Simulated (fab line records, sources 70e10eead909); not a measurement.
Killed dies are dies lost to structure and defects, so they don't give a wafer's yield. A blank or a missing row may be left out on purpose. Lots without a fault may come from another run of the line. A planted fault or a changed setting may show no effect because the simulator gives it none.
Which tool did it? | flow nand_harc | 15 lots, 45 wafers sampled, at 4 steps of a route of 1302

WHAT THE GAUGES READ, wafer by wafer
The record holds no reading of a measuring or inspecting step that can be judged against a usual standard deviation.

WHICH TOOL RAN EACH LOT (tool, then ch and the chambers of the sampled wafers, then the start)
lot  | NHARC_A_CHANNEL_HOLE_D2_ETCH_44    | NHARC_A_CHANNEL_FILL_D2_ETCHBACK_20 | NHARC_A_CHANNEL_FILL_D2_ANNEAL_22 | NHARC_A_CHANNEL_FILL_D2_ALD_25
L581 | rie_diel-07 ch 0,3, day 12 22:26   | rie_diel-01 ch 2,3, day 14 02:04    | furnace-01 ch 0, day 14 09:49     | ald_hk-03 ch 0,1, day 14 13:52
L582 | rie_diel-07 ch 0,3, day 13 18:12   | rie_diel-11 ch 0,1,2, day 14 20:12  | furnace-01 ch 0, day 15 04:35     | ald_hk-02 ch 2,3, day 15 08:38
L583 | rie_diel-10 ch 1,2,3, day 14 10:46 | rie_diel-01 ch 0,1,3, day 15 12:50  | furnace-03 ch 0, day 15 20:19     | ald_hk-04 ch 0,3, day 16 00:59
L584 | rie_diel-05 ch 0,2,3, day 14 11:05 | rie_diel-12 ch 0,2,3, day 15 12:50  | furnace-03 ch 0, day 15 20:19     | ald_hk-02 ch 0,3, day 16 00:22
L585 | rie_diel-05 ch 0,1,2, day 15 19:52 | rie_diel-12 ch 1,2, day 16 21:23    | furnace-04 ch 0, day 17 05:17     | ald_hk-04 ch 0,1,3, day 17 09:23
L586 | rie_diel-07 ch 0,1, day 15 19:56   | rie_diel-12 ch 1,3, day 16 21:28    | furnace-04 ch 0, day 17 05:17     | ald_hk-03 ch 0,1,2, day 17 10:29
L587 | rie_diel-07 ch 0,1,2, day 16 11:38 | rie_diel-01 ch 0,1, day 17 12:23    | furnace-04 ch 0, day 17 20:22     | ald_hk-03 ch 0,3, day 18 00:27
L589 | rie_diel-05 ch 0,1,2, day 16 19:25 | rie_diel-01 ch 0,2,3, day 17 22:39  | furnace-01 ch 0, day 18 06:22     | ald_hk-02 ch 0,1,3, day 18 10:29
L588 | rie_diel-05 ch 0,2, day 17 08:25   | rie_diel-12 ch 0,2, day 18 10:37    | furnace-04 ch 0, day 18 18:35     | ald_hk-03 ch 0,2, day 18 23:14
L592 | rie_diel-07 ch 0,1,3, day 18 00:32 | rie_diel-01 ch 1,3, day 19 01:47    | furnace-01 ch 0, day 19 09:36     | ald_hk-02 ch 0,2,3, day 19 14:16
L591 | rie_diel-10 ch 1,2,3, day 18 02:16 | rie_diel-12 ch 0,1,2, day 19 01:49  | furnace-01 ch 0, day 19 09:36     | ald_hk-03 ch 0,1,3, day 19 13:39
L601 | rie_diel-07 ch 0,1, day 21 12:34   | rie_diel-01 ch 0,1,3, day 22 14:21  | furnace-01, day 22 22:14          | ald_hk-04 ch 0,1,2, day 23 03:49
L602 | rie_diel-07 ch 0,3, day 22 17:43   | rie_diel-12 ch 0,1,3, day 23 19:25  | furnace-03, day 24 02:38          | ald_hk-02 ch 1,2,3, day 24 07:52
L604 | rie_diel-05 ch 0,1,2, day 22 20:22 | rie_diel-01 ch 1,2,3, day 23 19:23  | furnace-03 ch 0, day 24 02:38     | ald_hk-04 ch 0,2,3, day 24 06:41
L603 | rie_diel-05 ch 0,2,3, day 23 00:32 | rie_diel-12 ch 0,1,2, day 23 23:42  | furnace-03, day 24 07:01          | ald_hk-04 ch 0,3, day 24 11:07
- NHARC_A_CHANNEL_HOLE_D2_ETCH_44: etches the open film in CF4/O2, target depth 140 nm, overetch 14 nm, time 77 s.
- NHARC_A_CHANNEL_FILL_D2_ETCHBACK_20: etches the open film in C4F8/O2/Ar, target depth 27 nm, time 13.5 s.
- NHARC_A_CHANNEL_FILL_D2_ANNEAL_22: time 7200 s.
- NHARC_A_CHANNEL_FILL_D2_ALD_25: deposits SiOx, target thk 60 nm, pulse time 10 s, ald cycles 600.

WHAT THE TOOLS THEMSELVES READ (means of the sampled wafers that have a number; where no wafer has one, the mark that the record gives instead)
NHARC_A_CHANNEL_HOLE_D2_ETCH_44. Usual: chamber_pressure_mTorr 30.001 mTorr, standard deviation 0.025; drypump_motor_current_A 5.9 A, standard deviation 0.35; oes_ar_750_au 1.000 a.u., standard deviation 0.0049; oes_product_au 1.004 a.u., standard deviation 0.013; rf_fwd_power_W 297.9 W, standard deviation 1.2; rf_vpp_V 197.7 V, standard deviation 1.3; showerhead_plenum_p_Torr 1.33 Torr, standard deviation 0.046; throttle_valve_pct 13.398 %, standard deviation 0.0087.
lot  | tool        | chamber_pressure_mTorr (mTorr) | drypump_motor_current_A (A) | oes_ar_750_au (a.u.) | oes_product_au (a.u.) | rf_fwd_power_W (W) | rf_vpp_V (V) | showerhead_plenum_p_Torr (Torr) | throttle_valve_pct (%) | flag
L581 | rie_diel-07 | 30.013                         | 6.0                         | 0.994                | 1.001                 | 298.9              | 198.9        | 1.36                            | 13.402                 |
L582 | rie_diel-07 | 30.017                         | 6.0                         | 0.996                | 1.023                 | 297.8              | 197.9        | 1.36                            | 13.398                 |
L583 | rie_diel-10 | 30.001                         | 6.2                         | 1.000                | 0.987                 | 296.8              | 196.0        | 1.25                            | 13.402                 |
L584 | rie_diel-05 | 29.973                         | 5.9                         | 1.002                | 0.991                 | 297.7              | 198.2        | 1.35                            | 13.406                 |
L585 | rie_diel-05 | 30.003                         | 5.8                         | 1.006                | 0.995                 | 297.6              | 198.8        | 1.36                            | 13.404                 |
L586 | rie_diel-07 | 29.998                         | 6.2                         | 1.000                | 1.019                 | 298.4              | 197.8        | 1.36                            | 13.397                 |
L587 | rie_diel-07 | 29.996                         | 6.0                         | 0.997                | 1.006                 | 297.6              | 198.0        | 1.34                            | 13.394                 |
L589 | rie_diel-05 | 30.020                         | 5.8                         | 0.996                | 1.003                 | 297.0              | 198.7        | 1.36                            | 13.399                 |
L588 | rie_diel-05 | 29.988                         | 5.8                         | 0.998                | 0.988                 | 298.0              | 198.1        | 1.35                            | 13.394                 |
L592 | rie_diel-07 | 30.000                         | 5.9                         | 1.003                | 1.017                 | 299.2              | 198.1        | 1.35                            | 13.409                 |
L591 | rie_diel-10 | 30.031                         | 6.2                         | 1.001                | 1.000                 | 298.0              | 195.8        | 1.25                            | 13.399                 |
L601 | rie_diel-07 | 30.009                         | 6.2                         | 1.003                | 1.000                 | 299.3              | 197.5        | 1.35                            | 13.399                 |
L602 | rie_diel-07 | 30.011                         | 6.0                         | 1.000                | 1.004                 | 298.1              | 199.0        | 1.36                            | 13.399                 |
L604 | rie_diel-05 | 29.977                         | 5.8                         | 1.002                | 1.004                 | 297.6              | 199.0        | 1.36                            | 13.398                 |
L603 | rie_diel-05 | 30.007                         | 5.9                         | 0.998                | 1.007                 | 297.6              | 197.5        | 1.35                            | 13.406                 |

NHARC_A_CHANNEL_FILL_D2_ETCHBACK_20. Usual: chamber_pressure_mTorr 24.998 mTorr, standard deviation 0.019; oes_product_au 0.986 a.u., standard deviation 0.023; rf_fwd_power_W 587.4 W, standard deviation 2.8; rf_vpp_V 980 V, standard deviation 5.7.
lot  | tool        | chamber_pressure_mTorr (mTorr) | oes_product_au (a.u.) | rf_fwd_power_W (W) | rf_vpp_V (V) | flag
L581 | rie_diel-01 | 24.996                         | 0.930                 | 588.8              | 974          |
L582 | rie_diel-11 | 24.993                         | 1.011                 | 584.8              | 977          |
L583 | rie_diel-01 | 25.004                         | 0.997                 | 587.5              | 980          |
L584 | rie_diel-12 | 24.989                         | 0.997                 | 588.8              | 979          |
L585 | rie_diel-12 | 25.001                         | 0.957                 | 589.8              | 986          |
L586 | rie_diel-12 | 25.005                         | 0.954                 | 586.1              | 984          |
L587 | rie_diel-01 | 24.994                         | 0.999                 | 590.5              | 980          |
L589 | rie_diel-01 | 24.998                         | 1.004                 | 588.8              | 976          |
L588 | rie_diel-12 | 24.975                         | 0.996                 | 589.2              | 981          |
L592 | rie_diel-01 | 25.007                         | 0.989                 | 585.3              | 982          |
L591 | rie_diel-12 | 24.990                         | 0.993                 | 587.1              | 982          |
L601 | rie_diel-01 | 24.995                         | 0.930                 | 588.7              | 980          |
L602 | rie_diel-12 | 25.007                         | 0.995                 | 586.4              | 981          |
L604 | rie_diel-01 | 25.023                         | 0.985                 | 586.5              | 978          |
L603 | rie_diel-12 | 24.976                         | 0.992                 | 588.1              | 983          |

NHARC_A_CHANNEL_FILL_D2_ANNEAL_22. Usual: run_length_s 7228 s, standard deviation 4.4; spike_tc_bottom_C 642.1 C, standard deviation 1.2.
lot  | tool       | run_length_s (s) | spike_tc_bottom_C (C) | flag
L581 | furnace-01 | 7223             | 642.5                 |
L582 | furnace-01 | 7227             | 641.9                 |
L583 | furnace-03 | 7223             | 641.4                 |
L584 | furnace-03 | 7234             | 641.0                 |
L585 | furnace-04 | 7226             | 642.8                 |
L586 | furnace-04 | 7235             | 643.6                 |
L587 | furnace-04 | 7225             | 642.5                 |
L589 | furnace-01 | 7235             | 642.5                 |
L588 | furnace-04 | 7227             | 641.9                 |
L592 | furnace-01 | 7229             | 642.0                 |
L591 | furnace-01 | 7222             | 643.3                 |
L601 | furnace-01 | -                | -                     | OFF
L602 | furnace-03 | -                | -                     | OFF
L604 | furnace-03 | 7225             | 640.3                 |
L603 | furnace-03 | -                | -                     | OFF

NHARC_A_CHANNEL_FILL_D2_ALD_25. Usual: heater_power_w 470 W, standard deviation 58; precursor_pulse_height_rel 1.001, standard deviation 0.021.
lot  | tool      | heater_power_w (W) | precursor_pulse_height_rel | flag
L581 | ald_hk-03 | 467                | 1.008                      |
L582 | ald_hk-02 | 543                | 0.986                      |
L583 | ald_hk-04 | 442                | 1.002                      |
L584 | ald_hk-02 | 465                | 1.001                      |
L585 | ald_hk-04 | 440                | 0.999                      |
L586 | ald_hk-03 | 465                | 1.000                      |
L587 | ald_hk-03 | 540                | 0.989                      |
L589 | ald_hk-02 | 490                | 1.003                      |
L588 | ald_hk-03 | 429                | 1.015                      |
L592 | ald_hk-02 | 513                | 1.003                      |
L591 | ald_hk-03 | 508                | 1.002                      |
L601 | ald_hk-04 | 421                | 1.011                      |
L602 | ald_hk-02 | 520                | 0.996                      |
L604 | ald_hk-04 | 436                | 1.007                      |
L603 | ald_hk-04 | 442                | 1.023                      |

THE ANSWER, worked out from the rows above alone
Rule: a lot is off if the mean of its wafers that have a number lies more than 3 standard deviations from the usual mean. A lot without any number at a reading at which 4 lots or more have one is off too. The other lots that the step has rows for count as sound. The gauges are gone through in route order, then the tools' own readings, and for those a lot's mean is taken as printed above. The first step at which some lot is off is used, and at that step the reading that is off furthest; a lot without a number counts as furthest.
Off: L601, L602, L603, at NHARC_A_CHANNEL_FILL_D2_ANNEAL_22 (run_length_s). Without a number there: L601, L602, L603.
A tool fits if, at that step or a process step before it, it ran every lot that is off, and no sound lot after the first of them. None of those tried fits.

WHAT THE SIMULATOR HAD PUT IN
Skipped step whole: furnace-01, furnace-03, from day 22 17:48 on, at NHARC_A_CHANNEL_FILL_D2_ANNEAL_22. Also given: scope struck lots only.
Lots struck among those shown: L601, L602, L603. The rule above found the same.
